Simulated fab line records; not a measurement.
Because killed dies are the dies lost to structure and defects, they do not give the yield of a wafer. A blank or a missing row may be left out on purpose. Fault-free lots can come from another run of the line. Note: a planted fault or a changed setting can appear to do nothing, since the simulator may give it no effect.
Which tool was responsible?    flow n5 finfet    9 lots, 26 wafers sampled, at 5 steps of a route of 1938

WHAT THE GAUGES READ, wafer by wafer
N5_STI_FIN_REVEAL_INSPECT_13: inspects for defects (darkfield).
lot   measured     on                 raw defect count
L660  day 2 14:34  defect inspect-01  16 10 14
L663  day 3 09:19  defect inspect-02  11 11 26
L666  day 4 02:58  defect inspect-01  16 14 7
L668  day 4 13:03  defect inspect-01  11 521 550
L670  day 5 01:05  defect inspect-02  514 486 9
L672  day 5 16:39  defect inspect-02  8 6
L681  day 7 19:48  defect inspect-02  13 25 13
L682  day 8 00:44  defect inspect-02  12 10 22
L683  day 8 06:32  defect inspect-01  10 16 16

TOOL THAT RAN EACH LOT (tool first, then ch and the chambers of the sampled wafers, then the start)
lot   N5_FIN_CUT_CUT_ETCH_28           N5_FIN_CUT_STRIP_22                N5_STI_FIN_REVEAL_STRIP_24         N5_STI_FIN_REVEAL_RECESS_09
L660  rie si-06 ch 0,1,3, day 2 05:28  rie diel-06 ch 0,1,3, day 2 05:37  rie diel-02 ch 0,1,2, day 2 11:34  vapor etch-02 ch 0, day 2 11:47
L663  rie si-06 ch 0,1,3, day 2 23:52  rie diel-05 ch 1,2,3, day 2 23:56  rie diel-03 ch 1,3, day 3 06:19    vapor etch-02 ch 0,1, day 3 06:32
L666  rie si-04 ch 1,2,3, day 3 16:50  rie diel-01 ch 0,1,3, day 3 16:55  rie diel-04 ch 1,2, day 3 23:58    vapor etch-01 ch 0,1, day 4 00:11
L668  rie si-06 ch 1,3, day 4 04:02    rie diel-05 ch 0,1,2, day 4 04:06  rie diel-03 ch 2,3, day 4 10:03    vapor etch-02 ch 0,1, day 4 10:16
L670  rie si-04 ch 0,3, day 4 15:08    rie diel-01 ch 0,1,3, day 4 15:14  rie diel-04 ch 1,3, day 4 22:05    vapor etch-02 ch 0,1, day 4 22:19
L672  rie si-06 ch 0,3, day 5 07:29    rie diel-05 ch 1,2, day 5 07:33    rie diel-02 ch 1,2, day 5 13:36    vapor etch-01 ch 0,1, day 5 14:50
L681  rie si-04 ch 1,2,3, day 7 10:47  rie diel-01 ch 1,2, day 7 10:56    rie diel-04 ch 0,2, day 7 16:47    vapor etch-02 ch 0,1, day 7 17:32
L682  rie si-01 ch 0,1,3, day 7 15:44  rie diel-06 ch 0,1, day 7 15:48    rie diel-02 ch 2,3, day 7 21:44    vapor etch-02 ch 0,1, day 7 21:56
L683  rie si-04 ch 0,1,3, day 7 21:29  rie diel-01 ch 0,1,2, day 7 21:33  rie diel-04 ch 0,1,2, day 8 03:30  vapor etch-02 ch 0,1, day 8 04:15
- N5_FIN_CUT_CUT_ETCH_28: etches Si in HBr/Cl2/O2, target depth 6 nm, time 2.4 s.
- N5_FIN_CUT_STRIP_22: strips in N2/H2.
- N5_STI_FIN_REVEAL_STRIP_24: strips in N2/H2, time 90 s.
- N5_STI_FIN_REVEAL_RECESS_09: chemistry HF/NH3, target SiO2, afs cycles 11, target depth 42.5 nm, sublimation time 60 s.

THE ANSWER, worked out from the rows above alone
Rule: what is usual is taken from the lots themselves. The widest of any qualifying gaps counts: lots, ordered by their means at a reading, are off when they make up no more than a third of the lots, leave a main group of 4 or more, and stand apart from it by 3 or more times the standard deviation of that group's means. A main group whose means are all the same, to the digits that the tables above print for the reading, isn't used. Also off: a lot with no number at a reading for which 4 or more lots have one. Any other lot the step has rows for is counted as sound.
Off: L668, L670 (N5_STI_FIN_REVEAL_INSPECT_13, raw defect count). Main group: mean 13, sd 3.
A tool fits if, at a process step before that reading, it ran every lot that is off, and no sound lot after the first of them. Gauges at N5_STI_FIN_REVEAL_INSPECT_13: tried the same way as those tools. No candidate that was tried fits.

WHAT HAD BEEN PUT IN BY THE SIMULATOR
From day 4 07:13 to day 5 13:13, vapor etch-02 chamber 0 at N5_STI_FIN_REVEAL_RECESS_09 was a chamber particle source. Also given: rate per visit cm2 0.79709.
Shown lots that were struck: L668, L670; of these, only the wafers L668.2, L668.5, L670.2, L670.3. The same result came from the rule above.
